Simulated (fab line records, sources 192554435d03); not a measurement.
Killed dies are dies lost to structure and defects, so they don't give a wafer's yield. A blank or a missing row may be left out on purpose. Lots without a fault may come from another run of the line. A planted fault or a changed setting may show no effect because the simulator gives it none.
Chamber matching | flow n5_finfet | N5_BEOL_M0_SAQP_PECVD_04 on pecvd-01: 3 sister chambers
The step deposits a-Si from SiH4/He, target thk 60 nm, time 60.2 s. 6 wafers are shown with their chamber, then 11 later ones without.

WAFERS WITH THEIR CHAMBER
wafer  | chamber | showerhead_plenum_p_Torr (Torr) | throttle_valve_pct (%)
L085.1 | 0       | 5.68                            | 17.5
L085.4 | 0       | 5.69                            | 17.5
L085.5 | 2       | 5.58                            | 17.1
L087.1 | 2       | 5.59                            | 17.3
L087.5 | 1       | 5.79                            | 19.6
L089.2 | 1       | 5.77                            | 19.6

WAFERS WITHOUT THEIR CHAMBER
wafer  | showerhead_plenum_p_Torr (Torr) | throttle_valve_pct (%)
L089.3 | 5.59                            | 17.5
L089.4 | 5.78                            | 19.9
L090.1 | 5.76                            | 19.6
L090.3 | 5.67                            | 17.4
L090.4 | 5.69                            | 17.6
L093.1 | 5.79                            | 19.4
L093.4 | 5.78                            | 19.8
L093.5 | 5.60                            | 17.4
L097.2 | 5.60                            | 17.3
L097.3 | 5.78                            | 19.4
L097.5 | 5.78                            | 19.7

WHICH CHAMBER EACH WENT THROUGH
wafer  | from the rows above | in truth
L089.3 | 2                   | 2
L089.4 | 1                   | 1
L090.1 | 1                   | 1
L090.3 | 0                   | 0
L090.4 | 0                   | 0
L093.1 | 1                   | 1
L093.4 | 1                   | 1
L093.5 | 2                   | 2
L097.2 | 2                   | 2
L097.3 | 1                   | 1
L097.5 | 1                   | 1
Placed correctly: 11 of 11. Can't be placed from these rows: 0. Placed wrongly: 0.
How it was worked out, from the rows above alone: a wafer's distance from a chamber is the root of the sum, over the readings, of the square of ((its reading less the chamber's mean) divided by the reading's scatter). The wafer belongs to the nearest chamber; if the next one is less than 2 further off, it can't be placed. A chamber's mean is the mean of its shown wafers. The scatter: the root of (the sum of the squares of (reading less its chamber's mean) over the shown wafers, divided by (wafers less chambers)).
